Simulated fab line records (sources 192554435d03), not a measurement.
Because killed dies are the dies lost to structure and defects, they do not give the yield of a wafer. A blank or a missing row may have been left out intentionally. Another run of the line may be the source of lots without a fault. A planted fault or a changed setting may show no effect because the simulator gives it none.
fab line records	flow n5Finfet
record lots=4	wafers=12	lastDay=17
route steps=1938 shown FIN_SAQP@106 BEOL_M4@1111
lots untouched by any fault: they come from a run of this same line in which no faults occurred
startH: hours from the record's opening day to when the first of the lot's shown wafers began	waitH: how many hours have passed since the lot's step before this one	" unchanged from the row above	L1.1+2: one row covering several wafers at once	- value missing, or start not given	* or withheld: withheld	< > ~ a bound
route shown NAME@n: a module of which the file shows steps, and the number in the route of the first	usual: the fault-free wafers' mean and standard deviation	same: alike in all rows	chamber/n: place in a boat	sites: readings site by site	_std_site: their standard deviation	_edge_site: inner sites' mean taken away from outer sites' mean	radiusMm: how far each site lies from the wafer's centre	mask NAME#n: copy n	behind: the most recent tool/chamber to have shaped the wafer	hold: why the lot was held/for how many hours/how that ended	device: transistor that didn't switch, given as n, p or np	end of line: tests run on the same wafers once the route is complete	step lacking rows: just its recipe	killed: at the first sort, the dies lost to defects and structure; wafer yield is something else	map: shows each die of a wafer: x if killed, . if not, _ if none is there
set.NAME: the setting as run; set.NAME@STEP: as run at that earlier step	model.NAME: the simulator's own value behind a step, which no gauge read
lots at some steps of the route; a table a step, a row a wafer
services: the hour from which a tool's chamber was out of use, counted from the record's first day as startH (under 0 if before that day), plus the number of hours and why
## steps
# step N5_FIN_SAQP_EBR_12
# recipe solvent=PGMEA	ebrWidthMm=1.5
# step N5_FIN_SAQP_SOFTBAKE_11
# recipe tempC=110	timeS=60	resist=CAR-ArF
# step N5_FIN_SAQP_EXPOSE_13
# recipe maskId=FIN_CORE	na=1.35	sourceShape=dipole	sigmaInner=0.538	sigmaOuter=0.738	polarization=te	targetCdNm=35.6	doseMj=63.25
# step N5_FIN_SAQP_PEB_14
# recipe pebTempC=withheld	pebTimeS=60	resist=CAR-ArF
# step N5_FIN_SAQP_DEVELOP_15
# recipe developTimeS=30	developer=TMAH	resist=CAR-ArF	devTempC=23	rinseLiquid=diw	dry=airSpin
# step N5_FIN_SAQP_DESCUM_21
# recipe chemistry=O2	timeS=7.9	sourcePowerW=50	biasPowerW=20	pressureMtorr=20	rfFrequencyHz=2.712e+07	tempC=40	resist=CAR-ArF	o2FlowSccm=225
# step N5_FIN_SAQP_ETCH_51
# recipe chemistry=CF4	target=SiARC	targetDepthA=455	maskMaterial=CAR-ArF	timeS=75.8	ionEnergyEv=80	pressureMtorr=40	sourceW=545	biasW=36	Ar_flow_sccm=100	cf4FlowSccm=100	ends=cleared
# step N5_FIN_SAQP_ETCH_52
# recipe chemistry=N2/H2	target=SOC	targetDepthA=1000	overetchA=200	maskMaterial=SiARC	tempC=40	timeS=150	ionEnergyEv=200	pressureMtorr=30	sourceW=840	biasW=150	n2FlowSccm=200	h2FlowSccm=200	ends=endPoint
# step N5_FIN_SAQP_STRIP_53
# recipe chemistry=N2/H2	tempC=40	n2FlowSccm=200	h2FlowSccm=200	rfFrequencyHz=6e+07
# step N5_FIN_SAQP_HM_OPEN_73
# recipe chemistry=CHF3/O2	target=SiO2	stopOn=a-Si	targetDepthA=120	overEtchFrac=1.8	maskMaterial=SOC	timeS=16.8	pressureMtorr=30	sourceW=650	biasW=170	Ar_flow_sccm=200	CHF3_flow_sccm=50	O2_flow_sccm=5	ionEnergyEv=200	ends=endPoint
# usual drypumpMotorCurrentA=5.8/0.5	oesProductAu=0.48/0.042	overEtchFrac=1.8/0	rfVppV=524/15	showerheadPlenumPTorr=2.43/0.07	throttleValvePct=18.76/0.24
lot.wafer	tool	chamber	startH	waitH	drypumpMotorCurrentA	oesProductAu	overEtchFrac	rfHoursCounterH	rfVppV	showerheadPlenumPTorr	throttleValvePct	model.SOC_of_FIN_SAQP_COAT_49.thkNm	model.SiARC_of_FIN_SAQP_COAT_50.thkNm	model.a-Si_of_FIN_SAQP_PECVD_06.thkNm
L331.4	rieDiel-01	3	60.73	0.0	5.3	0.55	1.8	19	518	2.37	18.62	100.1	5.045	61.51
L331.5	"	2	"	"	6.3	0.44	1.8	-	502	2.39	18.83	99.95	6.865	60.58
L331.6	"	1	"	"	6.4	0.50	1.8	-	529	2.36	18.63	99.98	4.782	60.15
L334.3	rieDiel-01	2	75.98	0.0	6.3	0.38	3.2812	217	502	2.39	18.81	94.9	0	56.2
L334.4	"	1	"	"	6.4	0.43	3.2812	79	527	2.35	18.62	92.38	0	57.44
L334.5	"	2	"	"	6.3	0.38	3.2812	-	502	2.39	18.82	95.42	0	56.43
L335.3	rieDiel-01	0	82.16	0.0	5.7	0.41	3.2812	129	524	2.43	18.67	92.77	0	55.69
L335.5	"	1	"	"	6.4	0.43	3.2812	-	528	2.35	18.62	93.71	0	57.2
L335.6	"	2	"	"	6.2	0.38	3.2812	-	501	2.39	18.82	95.29	0	57.6
L347.1	rieDiel-02	2	154.65	0.0	5.1	0.52	1.8	44	496	2.35	18.44	99.86	5.019	60.16
L347.2	"	1	"	"	5.5	0.42	1.8	208	537	2.48	18.67	99.67	5.759	60.47
L347.6	"	1	"	"	5.5	0.42	1.8	-	535	2.48	18.67	99.91	5.787	61.33
# step N5_FIN_SAQP_STRIP_74
# recipe chemistry=CHF3/O2	resist=SiARC	rfFrequencyHz=6e+07
# step N5_FIN_SAQP_MANDREL_ETCH_22
# recipe targetDepthA=600	chemistry=HBr/Cl2	target=a-Si	stopOn=SiNx	btTimeS=10	overEtchFrac=0.5	timeS=30	pressureMtorr=10	icpW=800	biasW=75	HBr_flow_sccm=150	Cl2_flow_sccm=80	ends=endPoint
# usual drypumpMotorCurrentA=5.46/0.28	oesProductAu=0.771/0.012	throttleValvePct=35.33/0.22
lot.wafer	tool	chamber	startH	waitH	drypumpMotorCurrentA	oesProductAu	rfHoursCounterH	throttleValvePct	model.SOC_of_FIN_SAQP_COAT_49.thkNm	model.etch.depthNm
L331.4	rieSi-01	0	60.82	0.0	5.68	0.784	192	35.46	76.52	61.51
L331.5	"	3	"	"	5.81	0.791	-	34.98	75.83	60.58
L331.6	"	0	"	"	5.68	0.776	-	35.50	75.92	60.15
L334.3	rieSi-03	3	76.07	0.0	5.06	0.740	112	35.30	71.43	56.2
L334.4	"	2	"	"	5.31	0.769	174	35.10	68.03	57.44
L334.5	"	3	"	"	5.06	0.743	-	35.31	71.76	56.43
L335.3	rieSi-05	1	82.26	0.0	5.34	0.719	90	35.83	68.61	55.69
L335.5	"	0	"	"	5.26	0.760	-	35.52	69.94	57.2
L335.6	"	3	"	"	5.84	0.739	-	35.46	71.3	57.6
L347.1	rieSi-03	0	154.73	0.0	5.84	0.782	64	35.03	75.6	60.16
L347.2	"	2	"	"	5.32	0.794	175	35.06	75.41	60.47
L347.6	"	2	"	"	5.34	0.794	-	35.05	75.44	61.33
# step N5_FIN_SAQP_STRIP_55
# recipe chemistry=N2/H2	powerW=500	tempC=40	pressureMtorr=50	rfFrequencyHz=6e+07	overashFraction=0.3	biasPowerW=28	h2Frac=0.5	n2FlowSccm=300	h2FlowSccm=300
# step N5_FIN_SAQP_STRIP_23
# recipe chemistry=SPM	timeS=750	tempC=130	h2so4H2o2VolRatio=4
# step N5_FIN_SAQP_SRD_66
# recipe dry=ipaMarangoni	timeS=30	tempC=23	rinseLiquid=diw
# step N5_FIN_SAQP_RECESS_75
# recipe chemistry=HF/NH3	target=SiO2	targetDepthA=144	afsCycles=3	tempC=30	sublimationTempC=180	sublimationTimeS=60
# step N5_FIN_SAQP_SPACER1_ALD_24
# recipe material=SiO2	targetThkA=203	tempC=300	aldPrecursorFamily=BDEAS	aldCoReactant=O2-plasma	pulseTimeS=1	purgeTimeS=2	coReactantPurgeTimeS=2	aldCycles=218	pressureTorr=2
# step N5_FIN_SAQP_SPACER1_ETCHBACK_25
# recipe chemistry=CHF3/O2	mode=anisotropicEtchback	target=SiO2	targetDepthA=244	timeS=12.2	pressureMtorr=30	sourceW=650	biasW=170	Ar_flow_sccm=200	CHF3_flow_sccm=50	O2_flow_sccm=5	ionEnergyEv=200
# usual drypumpMotorCurrentA=5.7/0.5	oesProductAu=0.80/0.083	rfVppV=523/15	showerheadPlenumPTorr=2.44/0.069	throttleValvePct=18.82/0.26
lot.wafer	tool	chamber	startH	waitH	drypumpMotorCurrentA	oesProductAu	rfHoursCounterH	rfVppV	showerheadPlenumPTorr	throttleValvePct	model.a-Si_of_FIN_SAQP_PECVD_06.thkNm
L331.4	rieDiel-02	0	62.37	0.4	6.1	0.86	44	524	2.47	18.52	60.6
L331.5	"	2	"	"	5.1	0.97	-	496	2.37	18.47	59.6
L331.6	"	1	"	"	5.5	0.72	-	535	2.49	18.69	59.2
L334.3	rieDiel-02	1	78.09	0.4	5.5	0.72	180	537	2.49	18.70	55.2
L334.4	"	1	"	"	5.5	0.72	-	536	2.49	18.69	56.6
L334.5	"	2	"	"	5.1	0.94	-	498	2.36	18.49	55.6
L335.3	rieDiel-02	0	83.79	0.4	6.1	0.86	49	526	2.47	18.53	54.8
L335.5	"	2	"	"	5.1	0.94	-	495	2.36	18.50	56.2
L335.6	"	3	"	"	5.2	0.74	-	522	2.51	19.32	56.6
L347.1	rieDiel-06	3	156.33	0.4	5.7	0.76	142	537	2.33	18.81	59.2
L347.2	"	1	"	"	5.2	0.75	126	549	2.51	19.04	59.6
L347.6	"	0	"	"	6.7	0.97	-	519	2.46	18.68	60.4
# step N5_FIN_SAQP_MANDREL1_REMOVE_56
# recipe chemistry=HBr/Cl2/O2	btTimeS=10	target=a-Si	stopOn=SiNx	endpoint=OES-SiCl	overEtchFrac=1	icpW=600	biasW=22	HBr_flow_sccm=150	Cl2_flow_sccm=80	O2_flow_sccm=5	pressureMtorr=10
# step N5_FIN_SAQP_ETCH_57
# recipe chemistry=CH3F/O2	target=SiNx	maskMaterial=SiO2	targetDepthA=325	timeS=46.4	pressureMtorr=30	sourceW=395	biasW=73	Ar_flow_sccm=150	CH3F_flow_sccm=30	O2_flow_sccm=20	ionEnergyEv=120	ends=cleared
# usual drypumpMotorCurrentA=5.7/0.49	etchRfOnTimeS=46.4/1.1	oesProductAu=0.68/0.065	rfVppV=298/8.2	showerheadPlenumPTorr=2.02/0.061	throttleValvePct=16.27/0.25
lot.wafer	tool	chamber	startH	waitH	drypumpMotorCurrentA	etchRfOnTimeS	oesProductAu	rfHoursCounterH	rfVppV	showerheadPlenumPTorr	throttleValvePct	model.etch.depthNm
L331.4	rieDiel-02	1	62.62	0.0	5.5	47.9	0.61	174	304	2.06	16.15	25.67
L331.5	"	2	"	"	5.1	45.9	0.83	-	281	1.96	15.85	25.63
L331.6	"	1	"	"	5.4	48.1	0.62	-	304	2.06	16.12	25.74
L334.3	rieDiel-02	2	78.33	0.0	5.1	44.3	0.81	16	282	1.95	15.86	24.85
L334.4	"	2	"	"	5.1	44.6	0.80	-	281	1.95	15.85	24.75
L334.5	"	1	"	"	5.5	47.0	0.62	-	304	2.06	16.14	25.31
L335.3	rieDiel-06	1	84.03	0.0	5.2	46.0	0.68	99	312	2.09	16.45	24.5
L335.5	"	2	"	"	5.9	45.5	0.69	-	306	2.12	16.35	24.99
L335.6	"	3	"	"	5.6	43.5	0.67	-	303	1.94	16.20	24.36
L347.1	rieDiel-06	3	156.67	0.1	5.6	43.7	0.65	142	306	1.93	16.25	24.54
L347.2	"	0	"	"	6.7	44.8	0.83	1	295	2.04	16.09	24.7
L347.6	"	1	"	"	5.2	47.0	0.65	-	311	2.08	16.49	25.09
# step N5_FIN_SAQP_ETCH_65
# recipe chemistry=CF4	target=SiO2	targetDepthA=40	ionEnergyEv=350	timeS=4.4	pressureMtorr=10	icpW=800	biasW=400	cf4FlowSccm=80
# step N5_BEOL_M4_RC_MEAS_101
# usual DIBL_N=35.8/1.7	DIBL_P=35.9/1.9	IOFF_N=0.151/0.028	IOFF_P=0.21/0.037	ION_N=673/12	ION_P=463/8.3	SS_N=71.4/0.59	SS_P=73.2/0.63	VT_N=250/3.2	VT_P=-250/3.7
lot.wafer	tool	chamber	startH	waitH	DIBL_N[mV/V]	DIBL_P[mV/V]	IOFF_N[nA/um]	IOFF_P[nA/um]	ION_N[uA/um]	ION_P[uA/um]	SS_N[mV/dec]	SS_P[mV/dec]	VT_N[mV]	VT_P[mV]
L331.4	prober-02	0	201.51	0.5	37.8	37.9	0.188	0.23	685	459	72.3	73.9	248	-251
L331.5	"	0	"	"	37.6	38.2	0.185	0.24	700	472	71.2	73.1	250	-251
L331.6	"	0	"	"	39.1	39.6	0.220	0.26	706	482	72.8	74.9	245	-250
L334.3	prober-02	0	216.66	0.3	36.3	36.9	0.157	0.21	662	455	71.8	73.6	251	-249
L334.4	"	0	"	"	35.4	35.9	0.152	0.20	682	467	71.2	73.1	249	-250
L334.5	"	0	"	"	36.3	37.0	0.153	0.20	675	464	71.3	72.9	253	-251
L335.3	prober-02	0	222.30	0.3	35.0	35.5	0.140	0.19	666	458	71.6	73.2	250	-248
L335.5	"	0	"	"	33.5	33.4	0.119	0.18	658	460	71.2	72.6	253	-250
L335.6	"	0	"	"	37.5	37.6	0.175	0.23	680	458	72.2	74.0	248	-248
L347.1	prober-01	0	320.78	0.0	35.8	35.6	0.145	0.21	685	471	71.3	73.0	251	-250
L347.2	"	0	"	"	35.0	34.7	0.126	0.19	655	453	70.5	72.6	256	-250
L347.6	"	0	"	"	34.9	34.1	0.126	0.19	663	452	71.5	72.9	256	-249
## services
tool	chamber	startH	hours	kind
rieDiel-06	3	64.66	2.3	repair
rieDiel-06	1	65.05	7.5	repair
rieDiel-02	-	69.83	0.6	repair
rieSi-01	-	71.69	0.3	repair
rieDiel-02	0	76.98	6.3	repair
rieSi-05	-	78.81	0.6	repair
rieSi-01	-	85.38	0.3	repair
rieSi-05	1	97.70	1.4	repair
rieDiel-06	2	114.80	11.1	repair
rieSi-01	3	121.84	-	clean
rieSi-01	3	121.84	19.9	scheduledDown
rieSi-01	3	121.84	19.9	ventCycle
rieSi-05	-	125.17	14.6	pm
rieSi-03	-	125.61	14.6	pm
rieSi-01	2	130.59	6.1	repair
rieDiel-06	0	134.71	-	clean
rieDiel-06	0	134.71	-	consumableReplace:focusRing
rieDiel-06	0	134.71	19.3	scheduledDown
rieDiel-06	0	134.71	19.3	ventCycle
rieSi-01	-	137.86	0.6	repair
rieSi-05	0	139.77	-	clean
rieSi-05	0	139.77	23.9	scheduledDown
rieSi-05	0	139.77	23.9	ventCycle
rieSi-03	0	148.88	4.4	repair
## key
firstSign step=N5_FIN_SAQP_HM_OPEN_73	reading=overEtchFrac	direction=up	sigmas=99+	usual=1.8	struck=3.2812
effect step=N5_FIN_SAQP_HM_OPEN_73	reading=oesProductAu	direction=down	sigmas=1.8	usual=0.48	struck=0.40
modelEffect step=N5_FIN_SAQP_HM_OPEN_73	value=SOC_of_FIN_SAQP_COAT_49.thkNm	without=99.97	struck=94.08
modelEffect step=N5_FIN_SAQP_MANDREL_ETCH_22	value=SOC_of_FIN_SAQP_COAT_49.thkNm	without=76.07	struck=70.18
modelEffect step=N5_FIN_SAQP_SPACER1_ETCHBACK_25	value=a-Si_of_FIN_SAQP_PECVD_06.thkNm	without=59.3	struck=55.83
modelEffect step=N5_FIN_SAQP_ETCH_57	value=etch.depthNm	without=25.29	struck=24.79
metAt N5_FIN_SAQP_HM_OPEN_73
struckWafers L334.3,L334.4,L334.5,L335.3,L335.5,L335.6
onsetBetween 60.73 75.98
fault kind=processParameterDrift	tool=rieDiel-01	chamber=-	onsetH=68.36	steps=N5_FIN_SAQP_HM_OPEN_73	channel=overEtchFrac	offset=1.4812	shape=step	endH=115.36	actsIn=theseRecipesOnly	stated=1.8
